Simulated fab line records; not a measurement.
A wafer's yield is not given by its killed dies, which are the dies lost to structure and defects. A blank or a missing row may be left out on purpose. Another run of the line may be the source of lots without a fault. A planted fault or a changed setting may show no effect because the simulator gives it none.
Which tool is to blame? | flow nand-harc | 12 lots with 36 wafers sampled at 6 steps, on a route of 1302 steps

## WHAT THE GAUGES READ, wafer by wafer
NHARC_P_GATE_CD_MEAS_91: the cd target is 2000 nm. Usual: cd-nm 1999.7 nm, standard deviation 1.8.
lot  | measured     | on        | cd-nm (nm)           | flag
L454 | day 6 11:37  | cd-sem-03 | 2002.5 1998.0 1999.5 |
L456 | day 7 13:11  | cd-sem-02 | 2000.5 2003.6 2001.2 |
L458 | day 8 04:13  | cd-sem-01 | 1999.5 1998.7 1997.2 |
L460 | day 9 04:22  | cd-sem-01 | 2056.8 2054.3 2053.6 | OFF
L464 | day 10 23:47 | cd-sem-02 | 2052.7 2052.5 2054.7 | OFF
L466 | day 11 20:26 | cd-sem-03 | 2052.2 2051.3 2053.6 | OFF
L467 | day 11 21:16 | cd-sem-03 | 1999.6 2000.4 2003.0 |
L468 | day 12 09:34 | cd-sem-03 | 2001.9 2000.3 2000.9 |
L470 | day 12 23:58 | cd-sem-03 | 1997.7 1999.0 1999.3 |
L471 | day 13 15:45 | cd-sem-01 | 2001.3 1998.4 1996.9 |
L472 | day 13 22:32 | cd-sem-03 | 2000.0 2001.3 2000.3 |
L473 | day 14 14:08 | cd-sem-02 | 1998.8 1998.7 1998.6 |

NHARC_END_SORT_01. Usual: killed-at-array 61, standard deviation 20; killed-at-other 0.9, standard deviation 1.1; killed-at-periphery 3.7, standard deviation 2.5; killed-dies 65, standard deviation 21; killed-open 3.3, standard deviation 1.8; killed-short 2.3, standard deviation 1.5.
lot  | measured     | on        | killed-at-array | killed-at-other | killed-at-periphery | killed-dies | killed-open | killed-short | flag
L471 | day 33 01:20 | prober-01 | 80 88 80        | 2 0 0           | 2 4 1               | 84 92 81    | 0 7 2       | 4 3 4        |

## WHAT TOOL EACH LOT RAN ON (gives the tool, then ch and the chambers of the sampled wafers, and finally the start)
lot  | NHARC_P_GATE_STRIP_76                | NHARC_P_GATE_EXPOSE_88            | NHARC_P_GATE_STRIP_113               | NHARC_P_CONTACT_DEP_30
L454 | plasma-asher-02 ch 0,1, day 6 10:43  | krf-scanner-04 ch 0, day 6 11:28  | plasma-asher-02 ch 0,1, day 6 12:16  | pecvd-04 ch 1,2, day 6 14:48
L456 | plasma-asher-01 ch 0,1, day 7 12:17  | krf-scanner-01 ch 0, day 7 13:02  | plasma-asher-01 ch 0,1, day 7 13:50  | pecvd-04 ch 0,2, day 7 16:41
L458 | plasma-asher-02 ch 0,1, day 8 03:17  | krf-scanner-03 ch 0, day 8 04:03  | plasma-asher-02 ch 0,1, day 8 04:44  | pecvd-04 ch 0,2, day 8 07:22
L460 | plasma-asher-02 ch 0,1, day 9 03:35  | krf-scanner-01 ch 0, day 9 04:13  | plasma-asher-01 ch 0,1, day 9 05:01  | pecvd-02 ch 1,2, day 9 07:30
L464 | plasma-asher-02 ch 0,1, day 10 22:52 | krf-scanner-01 ch 0, day 10 23:38 | plasma-asher-01 ch 0,1, day 11 00:19 | pecvd-02 ch 1,2, day 11 02:58
L466 | plasma-asher-02 ch 0,1, day 11 19:30 | krf-scanner-01 ch 0, day 11 20:16 | plasma-asher-02 ch 0,1, day 11 21:05 | pecvd-04 ch 0,1,2, day 11 23:37
L467 | plasma-asher-01 ch 0,1, day 11 20:21 | krf-scanner-04 ch 0, day 11 21:07 | plasma-asher-01 ch 0,1, day 11 21:47 | pecvd-03 ch 0,1,2, day 12 00:28
L468 | plasma-asher-02 ch 0,1, day 12 08:43 | krf-scanner-04 ch 0, day 12 09:25 | plasma-asher-01 ch 0,1, day 12 10:06 | pecvd-02 ch 0,2, day 12 12:46
L470 | plasma-asher-02 ch 0,1, day 12 23:10 | krf-scanner-04 ch 0, day 12 23:49 | plasma-asher-01 ch 0,1, day 13 00:37 | pecvd-03 ch 0,2, day 13 03:10
L471 | plasma-asher-01 ch 0,1, day 13 14:49 | krf-scanner-04 ch 0, day 13 15:35 | plasma-asher-02 ch 0,1, day 13 16:17 | pecvd-04 ch 1,2, day 13 18:54
L472 | plasma-asher-02 ch 0,1, day 13 21:46 | krf-scanner-04 ch 0, day 13 22:23 | plasma-asher-01 ch 0,1, day 13 23:13 | pecvd-03 ch 0,2, day 14 01:41
L473 | plasma-asher-01 ch 0,1, day 14 13:14 | krf-scanner-03 ch 0, day 14 13:59 | plasma-asher-01 ch 0, day 14 14:47   | pecvd-04 ch 0,1, day 14 17:16
- NHARC_P_GATE_STRIP_76: strips in O2.
- NHARC_P_GATE_EXPOSE_88: exposes mask P HVN, target cd 2000 nm.
- NHARC_P_GATE_STRIP_113: strips in N2/H2, time 740 s.
- NHARC_P_CONTACT_DEP_30: deposits SiNx, target thk 30 nm.

## AS READ BY THE TOOLS THEMSELVES (means over the sampled wafers that have a number; for cases with no such wafer, the mark the record gives instead)
NHARC_P_GATE_STRIP_76. Usual: drypump-motor-current-A 5.8 A, standard deviation 0.35; heater-power-w 366 W, standard deviation 24; temp-c 249.99 C, standard deviation 0.15.
lot  | tool            | drypump-motor-current-A (A) | heater-power-w (W) | temp-c (C) | flag
L454 | plasma-asher-02 | 6.0                         | 354                | 249.95     |
L456 | plasma-asher-01 | 5.4                         | 373                | 250.10     |
L458 | plasma-asher-02 | 5.9                         | 364                | 249.99     |
L460 | plasma-asher-02 | 6.0                         | 358                | 249.89     |
L464 | plasma-asher-02 | 6.0                         | 360                | 249.84     |
L466 | plasma-asher-02 | 6.0                         | 382                | 250.07     |
L467 | plasma-asher-01 | 5.7                         | 347                | 250.06     |
L468 | plasma-asher-02 | 5.9                         | 388                | 250.14     |
L470 | plasma-asher-02 | 6.0                         | 380                | 249.89     |
L471 | plasma-asher-01 | 5.4                         | 366                | 250.12     |
L472 | plasma-asher-02 | 6.0                         | 381                | 250.08     |
L473 | plasma-asher-01 | 5.4                         | 364                | 249.96     |

NHARC_P_GATE_EXPOSE_88. Usual: exposure-dose-mJ-cm2 11.870, standard deviation 0.011.
lot  | tool           | exposure-dose-mJ-cm2 | flag
L454 | krf-scanner-04 | 11.866               |
L456 | krf-scanner-01 | 11.859               |
L458 | krf-scanner-03 | 11.869               |
L460 | krf-scanner-01 | 16.121               | OFF
L464 | krf-scanner-01 | 16.116               | OFF
L466 | krf-scanner-01 | 16.132               | OFF
L467 | krf-scanner-04 | 11.879               |
L468 | krf-scanner-04 | 11.873               |
L470 | krf-scanner-04 | 11.876               |
L471 | krf-scanner-04 | 11.862               |
L472 | krf-scanner-04 | 11.883               |
L473 | krf-scanner-03 | 11.864               |

NHARC_P_GATE_STRIP_113. Usual: drypump-motor-current-A 5.7 A, standard deviation 0.4; heater-power-w 97 W, standard deviation 7; temp-c 110.00 C, standard deviation 0.12.
lot  | tool            | drypump-motor-current-A (A) | heater-power-w (W) | temp-c (C) | flag
L454 | plasma-asher-02 | 5.9                         | 99                 | 109.97     |
L456 | plasma-asher-01 | 5.4                         | 97                 | 110.04     |
L458 | plasma-asher-02 | 6.0                         | 95                 | 109.98     |
L460 | plasma-asher-01 | 5.4                         | 98                 | 109.93     |
L464 | plasma-asher-01 | 5.7                         | 92                 | 109.91     |
L466 | plasma-asher-02 | 6.0                         | 101                | 109.94     |
L467 | plasma-asher-01 | 5.7                         | 93                 | 110.10     |
L468 | plasma-asher-01 | 5.4                         | 98                 | 110.07     |
L470 | plasma-asher-01 | 5.4                         | 97                 | 110.17     |
L471 | plasma-asher-02 | 5.9                         | 105                | 109.96     |
L472 | plasma-asher-01 | 5.4                         | 99                 | 110.09     |
L473 | plasma-asher-01 | 6.0                         | 87                 | 109.96     |

NHARC_P_CONTACT_DEP_30. Usual: heater-power-w 673 W, standard deviation 130.
lot  | tool     | heater-power-w (W) | flag
L454 | pecvd-04 | 517                |
L456 | pecvd-04 | 554                |
L458 | pecvd-04 | 599                |
L460 | pecvd-02 | 643                |
L464 | pecvd-02 | 802                |
L466 | pecvd-04 | 613                |
L467 | pecvd-03 | 766                |
L468 | pecvd-02 | 543                |
L470 | pecvd-03 | 805                |
L471 | pecvd-04 | 690                |
L472 | pecvd-03 | 739                |
L473 | pecvd-04 | 674                |

## THE ANSWER, worked out from the rows above alone
Rule: a lot counts as off when the mean over its wafers that have a number is more than 3 standard deviations away from the usual mean. Also off: a lot with no number at a reading for which 4 or more lots have one. Where the step has rows for the other lots, those lots are counted as sound. The gauges are gone through in route order, then the tools' own readings, and for those a lot's mean is taken as printed above. At the first step where some lot is off, the reading lying furthest off is the one used; lots without a number count as furthest.
Off: L460, L464, L466 (NHARC_P_GATE_CD_MEAS_91, cd-nm).
A tool fits if, at a process step before that reading, it ran every lot that is off, and no sound lot after the first of them. Not tried: the gauges at NHARC_P_GATE_CD_MEAS_91; whatever is off there is also off at NHARC_P_GATE_EXPOSE_88, on other tools, and gauge error can't account for it. One candidate fits, namely krf-scanner-01 at NHARC_P_GATE_EXPOSE_88. Its last sound lot is L456 (day 7 13:02), its first lot that is off L460 (day 9 04:13): a fault that began between those two fits.
On the lots that are off, the tool's own readings at NHARC_P_GATE_EXPOSE_88 differ by more than 5 times the standard deviation of the sound lots' means, which bears it out; exposure-dose-mJ-cm2 reads 16.123 there versus 11.870 on the sound lots.

## WHAT THE SIMULATOR HAD INSERTED
Process parameters drifting: krf-scanner-01 at NHARC_P_GATE_EXPOSE_88, beginning at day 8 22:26. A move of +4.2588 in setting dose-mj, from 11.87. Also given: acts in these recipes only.
Lots struck among those shown: L460, L464, L466. The rule given above showed the same thing.
